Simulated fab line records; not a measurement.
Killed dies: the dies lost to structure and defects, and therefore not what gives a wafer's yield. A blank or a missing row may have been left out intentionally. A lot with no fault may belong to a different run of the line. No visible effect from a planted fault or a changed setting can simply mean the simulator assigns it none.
Which tool is to blame? ; flow nand-harc ; Sampling: 10 lots, 30 wafers, 5 of 1159 route steps

## WHAT THE GAUGES SHOWED, per wafer
NHARC_END_SORT_01. Usual: killed-at-array 25, standard deviation 7.8; killed-at-other 0.6, standard deviation 0.81; killed-at-periphery 3.3, standard deviation 2.2; killed-dies 29, standard deviation 8.2; killed-open 3.5, standard deviation 1.9; killed-short 1.8, standard deviation 1.3.
lot;measured;on;killed-at-array;killed-at-other;killed-at-periphery;killed-dies;killed-open;killed-short;flag
L810;day 19 03:14;prober-02;22 23 24;0 0 0;4 3 4;26 26 28;2 4 4;0 1 2;
L817;day 21 11:04;prober-02;21 35 24;3 1 0;6 4 1;30 40 25;4 7 2;2 3 3;
L819;day 21 18:49;prober-02;26 23 31;1 2 1;3 2 3;30 27 35;5 3 8;2 0 1;
L824;day 23 03:17;prober-01;673 675 672;3 0 2;1 2 3;677 677 677;4 1 3;0 2 2;OFF
L825;day 23 11:52;prober-01;672 676 670;0 0 1;5 1 6;677 677 677;5 3 6;0 2 2;OFF
L828;day 23 13:16;prober-02;21 22 23;1 0 0;2 2 1;24 24 24;4 3 3;1 1 2;

## EACH LOT AND THE TOOL THAT RAN IT (in order: tool; ch and the chambers of the sampled wafers; start)
lot;NHARC_A_CHANNEL_HOLE_D1_ETCH_39;NHARC_A_CHANNEL_HOLE_D1_ETCH_23;NHARC_A_CHANNEL_HOLE_D1_ETCH_25;NHARC_A_CHANNEL_FILL_D1_STRIP_28
L810;rie-diel-03 ch 0,1,3, day 7 22:05 or earlier;har-etch-02 ch 0,1, day 7 22:05;har-etch-02 ch 0,1, day 7 23:32;rie-diel-12 ch 1,2, day 9 03:16
L811;rie-diel-05 ch 1,2, day 8 22:07 or earlier;har-etch-01 ch 0,1, day 8 22:07;har-etch-01 ch 0,1, day 8 23:35;rie-diel-12 ch 0,2,3, day 10 02:53
L814;rie-diel-05 ch 2,3, day 9 15:12 or earlier;har-etch-01 ch 0,1, day 9 15:12;har-etch-01 ch 0,1, day 9 16:41;rie-diel-09 ch 0,1,2, day 10 19:43
L817;rie-diel-10 ch 1,2, day 10 03:32 or earlier;har-etch-02 ch 0, day 10 03:32;har-etch-02 ch 0, day 10 05:02;rie-diel-12 ch 0,1,2, day 11 12:30
L819;rie-diel-10 ch 0,3, day 10 10:47 or earlier;har-etch-01 ch 0,1, day 10 10:47;har-etch-01 ch 0,1, day 10 12:17;rie-diel-12 ch 1,2, day 11 18:31
L824;rie-diel-03 ch 0,3, day 12 02:01 or earlier;har-etch-02 ch 0,1, day 12 02:01;har-etch-02 ch 0,1, day 12 03:31;rie-diel-09 ch 0,1,2, day 13 08:16
L825;rie-diel-05 ch 2,3, day 12 03:21 or earlier;har-etch-01 ch 0,1, day 12 03:21;har-etch-01 ch 0,1, day 12 04:50;rie-diel-12 ch 2,3, day 13 08:16
L828;rie-diel-05 ch 0,2,3, day 12 15:10 or earlier;har-etch-01 ch 0,1, day 12 15:10;har-etch-01 ch 0,1, day 12 16:38;rie-diel-09 ch 0,1,3, day 13 21:08
L832;rie-diel-05 ch 1,2, day 13 22:02 or earlier;har-etch-02 ch 0,1, day 13 22:02;har-etch-02 ch 0,1, day 13 23:29;rie-diel-12 ch 0,1,2, day 15 03:59
L833;rie-diel-03 ch 0,3, day 14 02:26 or earlier;har-etch-02 ch 0,1, day 14 02:26;har-etch-02 ch 0,1, day 14 03:57;rie-diel-08 ch 0,1,2, day 15 07:37
- NHARC_A_CHANNEL_HOLE_D1_ETCH_39: etches the open film in N2/H2, target depth 260 nm, time 325 s.
- NHARC_A_CHANNEL_HOLE_D1_ETCH_23: etches the open film in C4F8/O2/Ar, time 819 s, target depth 1600 nm.
- NHARC_A_CHANNEL_HOLE_D1_ETCH_25: etches the open film in C4F8/O2/Ar, time 1040.2 s, target depth 1500 nm.
- NHARC_A_CHANNEL_FILL_D1_STRIP_28: strips in O2, time 20 s.

## AS READ BY THE TOOLS THEMSELVES (means over the sampled wafers that have a number; for cases with no such wafer, the mark the record gives instead)
NHARC_A_CHANNEL_HOLE_D1_ETCH_39. Usual: drypump-motor-current-A 5.7 A (standard deviation 0.47); mfc-ar-sccm 0.007 sccm (standard deviation 0.012); oes-product-au 1.000 a.u. (standard deviation 0.014); rf-fwd-power-W 399.2 W (standard deviation 1.2); rf-vpp-V 431.3 V (standard deviation 2.8); showerhead-plenum-p-Torr 2.06 Torr (standard deviation 0.098); throttle-valve-pct 14.171 % (standard deviation 0.0089).
lot;tool;drypump-motor-current-A (A);mfc-ar-sccm (sccm);oes-product-au (a.u.);rf-fwd-power-W (W);rf-vpp-V (V);showerhead-plenum-p-Torr (Torr);throttle-valve-pct (%);flag
L810;rie-diel-03;6.0;0.008;1.005;399.8;431.8;2.05;14.176;
L811;rie-diel-05;5.8;0.001;1.009;400.0;430.8;2.06;14.171;
L814;rie-diel-05;5.6;0.000;1.000;398.3;431.1;2.04;14.173;
L817;rie-diel-10;5.5;0.007;0.982;400.4;427.4;1.96;14.174;
L819;rie-diel-10;5.5;0.000;1.004;398.3;430.5;2.04;14.172;
L824;rie-diel-03;5.8;0.015;1.017;399.0;432.4;2.13;14.169;
L825;rie-diel-05;5.6;0.000;0.999;400.0;430.0;2.03;14.168;
L828;rie-diel-05;5.5;0.011;0.997;399.2;431.1;2.06;14.165;
L832;rie-diel-05;6.2;0.003;1.001;400.7;433.0;2.12;14.171;
L833;rie-diel-03;6.1;0.008;0.989;398.5;430.6;2.06;14.172;

NHARC_A_CHANNEL_HOLE_D1_ETCH_23. Usual: drypump-motor-current-A 5.84 A, standard deviation 0.2; esc-clamp-current-uA 0.0212, standard deviation 0.00057; mfc-ar-sccm 375.1 sccm, standard deviation 1.3; showerhead-plenum-p-Torr 3.78 Torr, standard deviation 0.081; throttle-valve-pct 32.154 %, standard deviation 0.009.
lot;tool;drypump-motor-current-A (A);esc-clamp-current-uA;mfc-ar-sccm (sccm);showerhead-plenum-p-Torr (Torr);throttle-valve-pct (%);flag
L810;har-etch-02;5.72;0.0216;375.5;3.73;32.156;
L811;har-etch-01;6.04;0.0209;375.6;3.82;32.159;
L814;har-etch-01;6.02;0.0209;375.2;3.82;32.148;
L817;har-etch-02;5.71;0.0214;375.4;3.64;32.153;
L819;har-etch-01;6.03;0.0209;375.0;3.81;32.155;
L824;har-etch-02;5.69;0.0216;375.2;3.71;32.152;
L825;har-etch-01;6.02;0.0209;374.7;3.80;32.148;
L828;har-etch-01;5.90;0.0206;375.2;3.80;32.149;
L832;har-etch-02;5.69;0.0217;376.1;3.77;32.153;
L833;har-etch-02;5.70;0.0216;374.3;3.69;32.154;

NHARC_A_CHANNEL_HOLE_D1_ETCH_25. Usual: drypump-motor-current-A 5.83 A, standard deviation 0.2; esc-clamp-current-uA 0.0212, standard deviation 0.00057; mfc-ar-sccm 375.0 sccm, standard deviation 1.2; showerhead-plenum-p-Torr 3.77 Torr, standard deviation 0.081; throttle-valve-pct 32.235 %, standard deviation 0.0091.
lot;tool;drypump-motor-current-A (A);esc-clamp-current-uA;mfc-ar-sccm (sccm);showerhead-plenum-p-Torr (Torr);throttle-valve-pct (%);flag
L810;har-etch-02;5.68;0.0215;376.2;3.72;32.235;
L811;har-etch-01;6.03;0.0209;374.8;3.82;32.231;
L814;har-etch-01;6.05;0.0208;375.0;3.81;32.232;
L817;har-etch-02;5.71;0.0214;375.5;3.64;32.237;
L819;har-etch-01;6.03;0.0209;375.9;3.80;32.247;
L824;har-etch-02;5.69;0.0216;372.9;3.70;32.235;
L825;har-etch-01;6.02;0.0209;374.4;3.79;32.240;
L828;har-etch-01;5.90;0.0207;375.1;3.79;32.232;
L832;har-etch-02;5.65;0.0218;374.7;3.77;32.240;
L833;har-etch-02;5.71;0.0216;375.9;3.68;32.227;

NHARC_A_CHANNEL_FILL_D1_STRIP_28. Usual: chamber-pressure-mTorr 60.00 mTorr (standard deviation 0.056); drypump-motor-current-A 5.6 A (standard deviation 0.42); mfc-ar-sccm 0.003 sccm (standard deviation 0.0073); oes-product-au 0.994 a.u. (standard deviation 0.014); rf-vpp-V 58.1 V (standard deviation 0.82); showerhead-plenum-p-Torr 3.61 Torr (standard deviation 0.16); throttle-valve-pct 17.038 % (standard deviation 0.008).
lot;tool;chamber-pressure-mTorr (mTorr);drypump-motor-current-A (A);mfc-ar-sccm (sccm);oes-product-au (a.u.);rf-vpp-V (V);showerhead-plenum-p-Torr (Torr);throttle-valve-pct (%);flag
L810;rie-diel-12;60.00;5.9;0.000;0.994;58.8;3.70;17.035;
L811;rie-diel-12;60.05;5.3;0.001;0.990;58.4;3.67;17.041;
L814;rie-diel-09;60.04;5.7;0.007;1.011;58.2;3.45;17.045;
L817;rie-diel-12;60.00;5.6;0.000;0.985;57.8;3.71;17.039;
L819;rie-diel-12;60.04;5.9;0.000;0.994;58.5;3.70;17.036;
L824;rie-diel-09;-;-;-;-;-;-;-;OFF
L825;rie-diel-12;-;-;-;-;-;-;-;OFF
L828;rie-diel-09;59.99;5.6;0.000;0.999;57.6;3.59;17.031;
L832;rie-diel-12;59.97;5.6;0.000;0.991;58.6;3.70;17.048;
L833;rie-diel-08;59.96;5.6;0.010;0.993;57.8;3.55;17.037;

## THE ANSWER, worked out from the rows above alone
Rule: lot off if the mean of its wafers having a number is beyond 3 standard deviations from the usual mean. Also off: a lot with no number at a reading for which 4 or more lots have one. Any other lot the step has rows for is counted as sound. Order of review: gauges by route order, followed by the tools' own readings, for which a lot's mean as printed above is used. The first step at which some lot is off is used, and at that step the reading that is off furthest; a lot without a number counts as furthest.
Off: L824, L825, at NHARC_END_SORT_01 (killed-at-array). Neither off nor sound, because the step has no rows for them: L811, L814, L832, L833.
If a tool, at a process step before that reading, ran all the lots that are off and no sound lot after the first of them, it fits. Not tried: the gauges at NHARC_END_SORT_01; whatever is off there is also off at NHARC_A_CHANNEL_FILL_D1_STRIP_28, on other tools, and gauge error can't account for it. NHARC_A_CHANNEL_HOLE_D1_ETCH_39 gives no start for some lots, so the hours and the order of its lots are those of NHARC_A_CHANNEL_HOLE_D1_ETCH_23. Of those tried, none fits.

## WHAT WAS PUT IN BY THE SIMULATOR
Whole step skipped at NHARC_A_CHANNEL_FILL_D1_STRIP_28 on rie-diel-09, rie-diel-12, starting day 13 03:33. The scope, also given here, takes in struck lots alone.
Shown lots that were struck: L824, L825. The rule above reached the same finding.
